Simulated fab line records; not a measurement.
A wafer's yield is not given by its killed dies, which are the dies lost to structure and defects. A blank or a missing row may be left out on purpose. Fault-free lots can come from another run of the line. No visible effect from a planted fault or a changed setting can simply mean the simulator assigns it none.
Struck lot and sound lot, side by side -- flow n5 finfet -- 39 steps out of a route of 1938
Sound: wafers L859.1, L859.4, L859.5. Wafers struck: L878.1, L878.5, L878.6. The cause is given at the end.
Per side, at each step with rows, come the tool, then ch with its chambers, and then its first start. Under that, the readings that differ: sound wafers -- struck wafers -- difference of the means -- sigmas: that difference in standard deviations of wafers without a fault.
alike: same words and numbers on both sides, and readings whose means sit less than 2 such deviations apart. not compared: any withheld reading, any reading some wafer has no value for, any bound like >300 that may hide the same value, and any number with overlapping values for which the record gives no deviation.
A row with sigmas, a row that says differs or no value, or rows on one side alone: a step with any of these is where the two part. When numbers do not overlap yet have no deviation, they are printed without sigmas and do not part them. A reading missing from all wafers of one side parts the sides only when that side holds two or more wafers.

first, 10 steps without rows for these wafers: N5_BEOL_M1_DESCUM_33 (chemistry O2, time 7 s); N5_BEOL_M1_ETCH_77 (etches underlayer in N2/H2, target depth 6.5 nm, time 5.2 s); N5_BEOL_M1_ETCH_69 (etches SiARC in CF4, target depth 15.6 nm, time 26 s); N5_BEOL_M1_ALD_98 (deposits SiO2, target thk 2.5 nm, pulse time 1 s, co reactant pulse time 1 s); N5_BEOL_M1_ETCHBACK_99 (etches SiO2 in CHF3, target depth 5 nm, time 10.4 s); N5_BEOL_M1_ETCH_70 (etches SOC in N2/H2, target depth 80 nm, overetch 16 nm, time 120 s); N5_BEOL_M1_STRIP_71 (strips in N2/H2); N5_BEOL_M1_STRIP_78 (strips in N2/H2); N5_BEOL_M1_VIA_ETCH_34 (etches the open film in C4F6/O2, target depth 67.8 nm, time 64.4 s); N5_BEOL_M1_STRIP_83 (strips in C4F6/O2).
N5_BEOL_M1_STRIP_36: strips in N2/H2.
  sound on rie diel-06 ch 1,2,3, day 6 09:06; struck on rie diel-04 ch 0,1,3, day 10 21:54
  alike: drypump motor current A, oes product au, rf vpp V, showerhead plenum p Torr, throttle valve pct
  not compared: rf hours counter h
then, 27 steps without rows for these wafers: N5_BEOL_M1_TRENCH_ETCH_37 (etches SiOC in C4F6/O2, target depth 55.207 nm, time 29 s); N5_BEOL_M1_ETCH_41 (etches SiCN in CH3F/O2, target depth 31.9 nm, time 57.8 s); N5_BEOL_M1_STRIP_97 (strips in N2/H2, time 10 s); N5_BEOL_M1_HM_STRIP_39 (strips TiN in peroxide tin strip, target depth 25 nm, time 158 s); N5_BEOL_M1_SRD_40 (time 30 s); N5_BEOL_M1_PRECLEAN_42 (cleans in residue remover, time 60 s); N5_BEOL_M1_SRD_43 (time 30 s); N5_BEOL_M1_DEGAS_44 (time 60 s); N5_BEOL_M1_PRE_CLEAN_45 (time 30 s); N5_BEOL_M1_ALD_84 (deposits TaN, pulse time 2 s, purge time 3 s, co reactant purge time 2 s); N5_BEOL_M1_SURFACE_TREAT_85; N5_BEOL_M1_CVD_47 (deposits Co from CCTBA/H2, target thk 3 nm, time 223.8 s); N5_BEOL_M1_SPUTTER_48 (material Cu, target thk 4.5 nm, time 8.29 s); N5_BEOL_M1_ANNEAL_49 (time 240 s); N5_BEOL_M1_SPUTTER_79 (material Cu, target thk 4.5 nm, time 8.29 s); N5_BEOL_M1_ANNEAL_80 (time 240 s); N5_BEOL_M1_SPUTTER_81 (material Cu, target thk 4.5 nm, time 8.29 s); N5_BEOL_M1_ANNEAL_82 (time 240 s); N5_BEOL_M1_SPUTTER_86 (material Cu, target thk 4.5 nm, time 8.29 s); N5_BEOL_M1_ANNEAL_87 (time 240 s); N5_BEOL_M1_SPUTTER_88 (material Cu, target thk 4.5 nm, time 8.29 s); N5_BEOL_M1_ANNEAL_89 (time 240 s); N5_BEOL_M1_SPUTTER_90 (material Cu, target thk 4.5 nm, time 8.29 s); N5_BEOL_M1_ANNEAL_91 (time 240 s); N5_BEOL_M1_SPUTTER_92 (material Cu, target thk 4.5 nm, time 8.29 s); N5_BEOL_M1_ANNEAL_93 (time 240 s); N5_BEOL_M1_SPUTTER_94 (material Cu, target thk 4.5 nm, time 8.29 s).
-- here the record skips 6 days between the struck wafers' starts before and after, leaving off in module BEOL_M1 and picking up in module PASSIVATION (first step shown: number 1936 of the route) --
N5_PASSIVATION_PROBE_49:
  the record has rows for the struck wafers here (prober-02, day 16 10:02) and none for the sound ones

WHERE THEY PART
Only at N5_PASSIVATION_PROBE_49, as far as this record shows.

WHY: whatever the simulator had introduced
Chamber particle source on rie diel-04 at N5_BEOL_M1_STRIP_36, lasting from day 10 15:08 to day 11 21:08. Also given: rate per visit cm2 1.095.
